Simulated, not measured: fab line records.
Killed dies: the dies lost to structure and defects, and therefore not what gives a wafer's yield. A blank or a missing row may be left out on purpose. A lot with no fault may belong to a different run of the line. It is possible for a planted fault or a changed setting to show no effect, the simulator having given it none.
Chamber matching | flow n5Finfet | N5_SD_EPI_N_LINER_46 on aldSin-04 has 4 sister chambers
The step material SiNx, target thk 3 nm. 8 wafers are shown with their chamber, then 12 later ones without.

WAFERS, EACH WITH ITS CHAMBER
wafer  | chamber | heaterPowerW (W)
L078.1 | 1       | 850
L087.2 | 0       | 814
L087.6 | 3       | 801
L088.2 | 0       | 781
L088.6 | 1       | 833
L090.2 | 2       | 942
L090.3 | 3       | 766
L090.5 | 2       | 982

WAFERS WITHOUT THEIR CHAMBER
wafer  | heaterPowerW (W)
L091.3 | 932
L091.4 | 935
L091.6 | 816
L092.2 | 801
L092.3 | 818
L092.5 | 799
L096.3 | 763
L096.5 | 823
L096.6 | 799
L097.1 | 796
L097.3 | 792
L097.4 | 781

WHICH CHAMBER EACH ONE RAN IN
wafer  | from the rows above          | in truth
L091.3 | 2                            | 2
L091.4 | 2                            | 2
L091.6 | can't be placed: 0 or 1 or 3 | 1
L092.2 | can't be placed: 0 or 3 or 1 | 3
L092.3 | can't be placed: 0 or 1 or 3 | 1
L092.5 | can't be placed: 0 or 3 or 1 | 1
L096.3 | can't be placed: 3 or 0      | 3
L096.5 | can't be placed: 1 or 0 or 3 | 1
L096.6 | can't be placed: 0 or 3 or 1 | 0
L097.1 | can't be placed: 0 or 3 or 1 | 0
L097.3 | can't be placed: 0 or 3 or 1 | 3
L097.4 | can't be placed: 3 or 0      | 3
Correct placement for 2 of the 12. Cannot be placed on the basis of these rows: 10; the candidates contain the true chamber in 10. 0 placed wrongly.
How it was worked out, from the rows above alone: a wafer's distance from a chamber is the root of the sum, over the readings, of the square of ((its reading less the chamber's mean) divided by the reading's scatter). If the next closest chamber is less than 2 further off than the closest, the wafer can't be placed; otherwise it belongs to the closest. A chamber's mean is the mean of its shown wafers. The scatter is the square root of a quotient: the sum, over the shown wafers, of each reading's squared deviation from its chamber's mean, divided by wafers minus chambers.
